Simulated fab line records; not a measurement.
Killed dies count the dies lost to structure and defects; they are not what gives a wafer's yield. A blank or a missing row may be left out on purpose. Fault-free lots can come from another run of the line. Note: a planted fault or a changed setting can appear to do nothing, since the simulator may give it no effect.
fab line records    flow nand-harc
[record] lots = 6  wafers = 18  last-day = 33
route steps=1302 shown P_M0@264 END@1302
lots that met no fault: from a run of the same line without faults
start-h: hours from the record's opening day to when the first of the lot's shown wafers began    wait-h: how many hours have passed since the lot's step before this one    " repeats the value in the row above    L1.1+2: one row covering several wafers at once    - no value present, or no start provided    * or withheld: withheld    < > ~ a bound
route shown NAME@n: a module of which the file shows steps, and the number in the route of the first    usual: mean and standard deviation over wafers with no fault    same: alike in all rows    chamber/n: place in a boat    sites: the reading at each site    _std_site: the values' standard deviation    _edge_site: mean of outer sites minus mean of inner sites    radius-mm: how far each site lies from the wafer's centre    mask NAME#n: copy n    behind: the tool/chamber that last shaped the wafer    hold: the reason the lot was held/the length of the hold in hours/how it ended    device: names the non-switching transistor (n, p or np)    end of line: tests of these same wafers at the route's end    step lacking rows: just its recipe    killed: dies lost to structure and defects at the first sort, not the wafer's yield    map: a wafer's dies, marking killed ones x, the rest . and places with no die _
set.NAME: setting as actually run; set.NAME@STEP: the setting as run at that earlier step    model.NAME: the simulator's own value behind a step, which no gauge read
lots at some steps of the route; a table a step, a row a wafer
services: from which hour (start-h, from the record's first day; less than 0 if before it) a tool's chamber was out of use, for how many hours, and why
[[steps]]
[step NHARC_P_M0_OVL_MEAS_10]
[recipe] pitch-nm = 180
[usual] overlay-x-nm = -0.2/0.81  overlay-y-nm = 0.2/0.77
lot.wafer  tool        chamber  start-h  wait-h  overlay-x-nm  overlay-y-nm
L164.2     overlay-01  -        174.40   -       -0.4          0.4
L164.5     "           -        "        "       -0.6          -0.1
L164.6     "           -        "        "       0.1           0.7
L169.1     overlay-01  -        219.63   -       -0.2          0.7
L169.4     "           -        "        "       -0.9          0.9
L169.6     "           -        "        "       -0.7          1.3
L178.3     overlay-01  -        313.87   -       -2.3          0.3
L178.4     "           -        "        "       -2.0          0.4
L178.6     "           -        "        "       -1.5          0.9
L180.3     overlay-02  -        329.15   -       -0.6          1.6
L180.5     "           -        "        "       -0.6          1.7
L180.6     "           -        "        "       0.3           1.9
L179.1     overlay-02  -        329.41   -       -0.5          0.6
L179.3     "           -        "        "       -0.8          0.0
L179.4     "           -        "        "       -0.8          0.3
L181.1     overlay-02  -        338.24   -       0.6           -0.3
L181.3     "           -        "        "       0.5           -0.6
L181.5     "           -        "        "       0.3           -0.5
[step NHARC_P_M0_INSPECT_11]
[usual] raw-defect-count = 5/3.4
lot.wafer  tool               chamber  start-h  wait-h  raw-defect-count
L164.2     defect-inspect-02  -        174.43   0.0     2
L164.5     "                  -        "        "       0
L164.6     "                  -        "        "       1
L169.1     defect-inspect-01  -        219.67   0.0     4
L169.4     "                  -        "        "       4
L169.6     "                  -        "        "       3
L178.3     defect-inspect-01  -        313.91   0.0     4
L178.4     "                  -        "        "       7
L178.6     "                  -        "        "       5
L180.3     defect-inspect-02  -        329.18   0.0     7
L180.5     "                  -        "        "       6
L180.6     "                  -        "        "       5
L179.1     defect-inspect-01  -        329.45   0.0     3
L179.3     "                  -        "        "       3
L179.4     "                  -        "        "       6
L181.1     defect-inspect-02  -        338.28   0.0     13
L181.3     "                  -        "        "       12
L181.5     "                  -        "        "       12
[step NHARC_P_M0_DESCUM_14]
[recipe] time-s = 3  o2-flow-sccm = 200  ar-flow-sccm = 0  bias-power-w = 0  chemistry = O2
[usual] chamber-pressure-mTorr = 60.01/0.058  drypump-motor-current-A = 5.7/0.34  oes-product-au = 1.007/0.016  rf-vpp-V = 57.8/0.94  showerhead-plenum-p-Torr = 1.93/0.09  throttle-valve-pct = 11.309/0.0097
[same] time-s = 3
lot.wafer  tool         chamber  start-h  wait-h  chamber-pressure-mTorr  drypump-motor-current-A  oes-product-au  rf-hours-counter-h  rf-vpp-V  showerhead-plenum-p-Torr  throttle-valve-pct
L164.2     rie-diel-05  1        174.52   0.1     59.98                   6.0                      0.981           17                  57.8      1.96                      11.300
L164.5     "            2        "        "       60.06                   6.1                      1.026           -                   56.9      1.84                      11.309
L164.6     "            3        "        "       60.02                   5.7                      0.992           -                   59.1      2.01                      11.315
L169.1     rie-diel-10  3        219.76   0.1     59.95                   5.9                      0.996           49                  58.0      1.99                      11.312
L169.4     "            2        "        "       59.94                   5.4                      1.023           50                  58.2      1.79                      11.309
L169.6     "            3        "        "       60.03                   6.0                      0.988           -                   57.4      1.99                      11.297
L178.4     rie-diel-10  3        313.97   0.1     59.97                   5.9                      1.014           20                  57.7      1.99                      11.309
L178.3     "            1        "        "       59.97                   5.7                      1.035           24                  58.4      1.93                      11.320
L178.6     "            3        "        "       60.09                   5.9                      1.024           -                   58.1      1.99                      11.320
L180.3     rie-diel-05  3        329.27   0.1     60.02                   5.7                      1.005           12                  57.3      2.00                      11.304
L180.5     "            0        "        "       59.90                   5.7                      0.999           -                   58.6      1.94                      11.297
L180.6     "            1        "        "       60.02                   6.0                      1.000           -                   57.9      1.95                      11.305
L179.3     rie-diel-05  1        329.52   0.1     60.03                   6.0                      1.002           15                  56.9      1.95                      11.312
L179.4     "            2        "        "       59.93                   6.0                      1.038           14                  58.0      1.83                      11.319
L179.1     "            3        "        "       60.00                   5.7                      1.010           13                  57.9      2.00                      11.303
L181.1     rie-diel-05  1        338.34   0.1     60.00                   6.0                      1.005           17                  56.7      1.95                      11.309
L181.3     "            2        "        "       59.99                   6.1                      1.031           16                  58.4      1.83                      11.297
L181.5     "            2        "        "       59.97                   6.1                      1.031           -                   58.2      1.83                      11.314
[step NHARC_P_M0_ETCH_34]
[recipe] target-depth-a = 400  overetch-a = 120  time-s = 43.94  ion-energy-ev = 200  n2-flow-sccm = 150  h2-flow-sccm = 150  ar-flow-sccm = 0  rf-w = 400  bias-w = 150  chemistry = N2/H2
[step NHARC_P_M0_ETCH_15]
[recipe] target-depth-a = 1500  overetch-a = 150  time-s = 82.5  c4f8-flow-sccm = withheld  ar-flow-sccm = 400  rf-w = 600  bias-w = 300  chemistry = C4F8/Ar
[step NHARC_P_M0_CD_MEAS_16]
[usual] cd-nm = 89.9/1.1
lot.wafer  tool       chamber  start-h  wait-h  cd-nm
L164.2     cd-sem-03  -        174.80   -       90.1
L164.5     "          -        "        "       90.5
L164.6     "          -        "        "       89.5
L169.1     cd-sem-01  -        220.10   -       88.8
L169.4     "          -        "        "       89.1
L169.6     "          -        "        "       91.2
L178.3     cd-sem-02  -        314.27   -       90.4
L178.4     "          -        "        "       90.7
L178.6     "          -        "        "       88.9
L180.3     cd-sem-03  -        329.55   -       91.4
L180.5     "          -        "        "       90.9
L180.6     "          -        "        "       90.6
L179.1     cd-sem-03  -        329.81   -       89.6
L179.3     "          -        "        "       89.4
L179.4     "          -        "        "       90.2
L181.1     cd-sem-02  -        339.39   -       90.4
L181.3     "          -        "        "       91.6
L181.5     "          -        "        "       89.5
[step NHARC_P_M0_STRIP_18]
[recipe] power-w = 1000  n2-flow-sccm = 150  h2-flow-sccm = 150  ar-flow-sccm = 0  bias-w = 0  chemistry = N2/H2
[step NHARC_P_M0_STRIP_19]
[recipe] time-s = 600  temp-c = 30  chemistry = post-etch-residue-remover
[step NHARC_P_M0_DEGAS_28]
[recipe] temp-c = 250  time-s = 60
[usual] heater-power-w = 321/36
[same] time-s = 60
lot.wafer  tool            chamber  start-h  wait-h  heater-power-w
L164.2     pvd-sputter-01  -        175.43   -       331
L164.5     "               -        "        "       346
L164.6     "               -        "        "       316
L169.1     pvd-sputter-02  -        220.86   -       316
L169.4     "               -        "        "       301
L169.6     "               -        "        "       318
L178.3     pvd-sputter-01  -        314.90   -       322
L178.4     "               -        "        "       297
L178.6     "               -        "        "       270
L180.3     pvd-sputter-01  -        330.16   -       293
L180.5     "               -        "        "       303
L180.6     "               -        "        "       264
L179.3     pvd-sputter-03  -        330.42   -       300
L179.1     "               -        "        "       377
L179.4     "               -        "        "       360
L181.3     pvd-sputter-02  -        340.00   -       338
L181.1     "               -        "        "       257
L181.5     "               -        "        "       260
[step NHARC_P_M0_PRE_CLEAN_29]
[recipe] time-s = 30  temp-c = 280  gas = H2/He
[usual] heater-power-w = 393/46
[same] time-s = 30
lot.wafer  tool            chamber  start-h  wait-h  heater-power-w
L164.2     pvd-sputter-01  -        -        -       423
L164.5     "               -        "        "       413
L164.6     "               -        "        "       423
L169.4     pvd-sputter-02  -        -        -       375
L169.1     "               -        "        "       450
L169.6     "               -        "        "       342
L178.3     pvd-sputter-01  -        -        -       408
L178.4     "               -        "        "       369
L178.6     "               -        "        "       332
L180.3     pvd-sputter-01  -        -        -       365
L180.5     "               -        "        "       400
L180.6     "               -        "        "       369
L179.4     pvd-sputter-03  -        -        -       367
L179.3     "               -        "        "       458
L179.1     "               -        "        "       472
L181.1     pvd-sputter-02  -        -        -       424
L181.3     "               -        "        "       378
L181.5     "               -        "        "       315
[step NHARC_P_M0_PVD_20]
[recipe] target-thk-a = 50  bias-v = 168.6  power-w = 15000  chamber-pressure-pa = 0.12  time-s = 8.06  substrate-temp-c = 50  material = TaN
[step NHARC_P_M0_PVD_21]
[recipe] target-thk-a = 300  chamber-pressure-pa = 5  power-w = 5000  substrate-temp-c = 30  time-s = 20.49  material = Cu
[usual] throttle-valve-pct = 29.4/1
[same] time-s = 20.49
lot.wafer  tool            chamber  start-h  wait-h  throttle-valve-pct
L164.2     pvd-sputter-01  -        -        -       29.3
L164.5     "               -        "        "       27.3
L164.6     "               -        "        "       29.6
L169.4     pvd-sputter-02  -        -        -       30.1
L169.1     "               -        "        "       30.8
L169.6     "               -        "        "       27.6
L178.4     pvd-sputter-01  -        -        -       28.3
L178.3     "               -        "        "       29.2
L178.6     "               -        "        "       28.2
L180.3     pvd-sputter-01  -        -        -       29.3
L180.6     "               -        "        "       29.3
L180.5     "               -        "        "       28.9
L179.1     pvd-sputter-03  -        -        -       29.4
L179.4     "               -        "        "       29.3
L179.3     "               -        "        "       29.4
L181.1     pvd-sputter-02  -        -        -       30.0
L181.3     "               -        "        "       28.4
L181.5     "               -        "        "       30.3
[step NHARC_P_M0_ECD_22]
[recipe] target-thk-a = 4000  bath-temp-c = 25  material = Cu
[usual] bath-temp-c = 25.01/0.12
lot.wafer  tool       chamber  start-h  wait-h  bath-temp-c
L164.2     ecd-cu-01  1        175.84   -       25.09
L164.5     "          0        "        "       24.80
L164.6     "          1        "        "       25.15
L169.1     ecd-cu-02  0        221.22   -       25.26
L169.4     "          0        "        "       25.28
L169.6     "          1        "        "       25.07
L178.3     ecd-cu-01  0        315.34   -       24.91
L178.4     "          1        "        "       25.00
L178.6     "          1        "        "       25.08
L180.3     ecd-cu-02  0        330.62   -       25.12
L180.6     "          0        "        "       25.13
L180.5     "          1        "        "       25.06
L179.1     ecd-cu-01  1        330.83   -       24.93
L179.4     "          0        "        "       24.96
L179.3     "          1        "        "       24.97
L181.1     ecd-cu-02  0        340.41   -       25.00
L181.3     "          0        "        "       25.04
L181.5     "          1        "        "       24.99
[step NHARC_P_M0_ANNEAL_30]
[recipe] temp-c = 225  time-s = 90
[usual] anneal-temp-c = 224.97/0.17  wafer_temp_C_max = 225.61/0.21
[same] time-s = 90
lot.wafer  tool           chamber  start-h  wait-h  anneal-temp-c  wafer_temp_C_max
L164.2     rtp-anneal-02  0        176.30   -       224.91         225.57
L164.5     "              0        "        "       225.28         225.41
L164.6     "              0        "        "       225.08         225.55
L169.1     rtp-anneal-02  0        221.59   0.3     225.05         225.68
L169.4     "              0        "        "       225.19         225.83
L169.6     "              0        "        "       225.16         225.78
L178.3     rtp-anneal-02  0        315.73   0.3     224.81         225.54
L178.4     "              0        "        "       224.81         225.65
L178.6     "              0        "        "       224.77         225.62
L180.3     rtp-anneal-01  0        331.10   0.4     225.14         225.66
L180.5     "              0        "        "       225.09         225.42
L180.6     "              0        "        "       224.98         225.42
L179.1     rtp-anneal-02  0        331.16   0.3     224.85         225.49
L179.3     "              0        "        "       224.92         225.38
L179.4     "              0        "        "       224.78         225.58
L181.1     rtp-anneal-02  0        340.74   0.3     224.93         225.48
L181.3     "              0        "        "       224.95         225.23
L181.5     "              0        "        "       224.79         225.57
[step NHARC_P_M0_CMP_23]
[recipe] t-overpolish-s = 20  target-thk-nm = 117.54
[usual] motor-current-A = 12.0/1  pad-life-wafers = 171/100  time-to-endpoint-s = 29/3.2
lot.wafer  tool    chamber  start-h  wait-h  motor-current-A  pad-life-wafers  time-to-endpoint-s
L164.2     cmp-04  3        176.65   -       11.9             212              31
L164.6     "       1        "        "       11.8             -                28
L164.5     "       2        "        "       14.1             -                31
L169.1     cmp-03  2        221.97   -       11.1             193              28
L169.4     "       3        "        "       13.8             194              30
L169.6     "       2        "        "       11.2             -                27
L178.4     cmp-02  0        316.03   -       11.6             284              32
L178.3     "       1        "        "       13.3             285              8
L178.6     "       3        "        "       11.0             -                25
L180.3     cmp-03  1        331.40   -       11.3             266              26
L180.6     "       3        "        "       12.8             -                26
L180.5     "       0        "        "       10.5             -                27
L179.3     cmp-04  1        331.51   -       11.6             60               29
L179.4     "       2        "        "       14.1             61               11
L179.1     "       0        "        "       12.0             63               33
L181.3     cmp-02  0        341.09   -       12.3             24               28
L181.1     "       2        "        "       11.2             26               24
L181.5     "       0        "        "       11.9             -                32
[step NHARC_END_SORT_01]
[recipe] temp-c = 25
[usual] defect-limited-yield = 91/3.2  killed-at-array = 58/22  killed-at-other = 1.0/1.3  killed-at-periphery = 5/3.4  killed-dies = 64/22  killed-open = 3.6/1.8  killed-short = 2.4/1.7
[same] gross-dies = 677
lot.wafer  tool       chamber  start-h  wait-h  defect-limited-yield[%]  killed-at-array  killed-at-other  killed-at-periphery  killed-dies  killed-open  killed-short
L164.2     prober-01  0        631.67   2.8     94                       34               2                2                    38           1            0
L164.5     prober-01  0        634.08   3.7     95                       30               3                3                    36           4            0
L164.6     prober-01  0        634.88   4.0     94                       32               4                2                    38           2            3
L179.4     prober-01  0        773.69   3.4     0                        83               0                594                  677          7            3
L180.3     prober-02  0        773.45   3.1     96                       23               0                6                    29           2            3
L180.5     prober-02  0        775.04   3.7     95                       23               0                9                    32           4            0
L180.6     prober-02  0        775.84   4.0     95                       29               0                3                    32           5            4
// killed by level:class
L164.2 A_CHANNEL_HOLE_D2:chamber-film-flake=12 A_STAIRCASE:chamber-film-flake=9 A_CONTACT:chamber-film-flake=5 A_CHANNEL_HOLE_D1:chamber-film-flake=4 THIN_TSV:chamber-film-flake=2 A_ONON_D1:geometric-particle:open=1 P_ZERO_WELL:chamber-film-flake=1 P_STI:chamber-film-flake=1
L164.5 A_CHANNEL_HOLE_D2:chamber-film-flake=13 A_STAIRCASE:chamber-film-flake=6 A_CONTACT:chamber-film-flake=4 THIN_TSV:chamber-film-flake=3 A_CHANNEL_HOLE_D1:chamber-film-flake=2 P_CONTACT:geometric-particle:open=1 P_M0:geometric-particle:open=1 A_ONON_D1:geometric-particle:open=1
L164.6 A_CHANNEL_HOLE_D2:chamber-film-flake=10 A_CONTACT:chamber-film-flake=8 THIN_TSV:chamber-film-flake=4 A_CHANNEL_HOLE_D1:chamber-film-flake=3 A_STAIRCASE:chamber-film-flake=3 A_SLIT:chamber-film-flake=2 A_ONON_D1:geometric-particle:short=1 A_ONON_D1:geometric-particle:open=1
L180.3 A_SLIT:chamber-film-flake=6 P_GATE:chamber-film-flake=4 A_CHANNEL_HOLE_D1:chamber-film-flake=4 A_STAIRCASE:chamber-film-flake=3 A_M1:chamber-film-flake=3 A_CHANNEL_FILL_D2:geometric-particle:short=2 P_GATE:geometric-particle:open=1 P_M1:geometric-particle:open=1
L179.4 P_M0:area-ecd=589 A_SLIT:chamber-film-flake=27 A_CHANNEL_HOLE_D2:chamber-film-flake=25 A_CHANNEL_HOLE_D1:chamber-film-flake=10 A_CONTACT:chamber-film-flake=4 A_STAIRCASE:chamber-film-flake=3 A_WL_FILL:chamber-film-flake=3 P_GATE:chamber-film-flake=2
L180.5 A_SLIT:chamber-film-flake=9 P_GATE:chamber-film-flake=6 A_STAIRCASE:chamber-film-flake=4 A_CHANNEL_HOLE_D1:unspecified=3 A_DECK1_JOINT:chamber-film-flake=2 P_CONTACT:geometric-particle:open=1 P_M0:geometric-particle:open=1 P_M2:geometric-particle:open=1
L180.6 A_SLIT:chamber-film-flake=7 A_CONTACT:chamber-film-flake=7 P_GATE:chamber-film-flake=3 A_DECK1_JOINT:geometric-particle:open=2 A_ONON_D2:geometric-particle:open=2 A_CHANNEL_HOLE_D2:chamber-film-flake=2 A_ONON_D2:geometric-particle:short=1 A_CHANNEL_FILL_D2:geometric-particle:short=1
[[services]]
tool            chamber  start-h  hours  kind
ecd-cu-01       -        160.00   8.0    pm
cmp-03          -        162.00   4.0    pm
pvd-sputter-03  -        170.03   10.0   pm
cmp-03          -        178.06   3.1    repair
ecd-cu-01       -        178.32   4.2    repair
pvd-sputter-03  -        180.82   9.6    repair
pvd-sputter-02  -        186.20   3.7    repair
cmp-02          -        205.66   1.0    repair
pvd-sputter-03  -        209.24   1.8    repair
cmp-04          -        209.29   4.0    pm
cmp-02          -        210.22   0.3    repair
rie-diel-05     1        221.90   2.4    repair
rie-diel-10     3        222.64   34.8   repair
pvd-sputter-03  -        223.73   0.8    repair
pvd-sputter-02  -        225.85   12.0   repair
pvd-sputter-01  -        226.03   10.0   pm
rie-diel-05     -        229.60   9.0    pm
cmp-02          -        232.61   4.0    pm
ecd-cu-02       -        233.50   1.7    repair
ecd-cu-02       -        244.28   8.0    pm
pvd-sputter-02  -        295.84   10.0   pm
ecd-cu-01       -        309.87   0.6    repair
pvd-sputter-01  -        322.53   0.6    repair
ecd-cu-01       -        336.00   8.0    pm
[[key]]
[first-sign] step = NHARC_P_M0_CMP_23  reading = time-to-endpoint-s  direction = down  sigmas = 6.1  usual = *  struck = *
[effect] step = NHARC_END_SORT_01  reading = killed-at-periphery  direction = up  sigmas = 99+  usual = 5  struck = 594
[more-kills-born-at] NHARC_P_M0_ECD_22@ecd-cu-01 = 589
met-at NHARC_P_M0_ECD_22
struck-wafers L178.3,L179.4
later-rows-left-out L178.3,L179.4
sort-left-out L178.3
onset-between 175.84 315.34
[fault] kind = process-parameter-drift  tool = ecd-cu-01  chamber = 0  onset-h = 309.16  steps = NHARC_P_M0_ECD_22  channel = target-thk-a  offset = *  shape = step  end-h = 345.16  acts-in = *  stated = *
// sort-left-out: the simulated sort isn't trusted on such a fault, so these wafers' sort isn't shown, and their yield isn't known
// later-rows-left-out: the simulator's readings of these wafers behind a module that went badly wrong aren't trusted and aren't shown, but for the sort
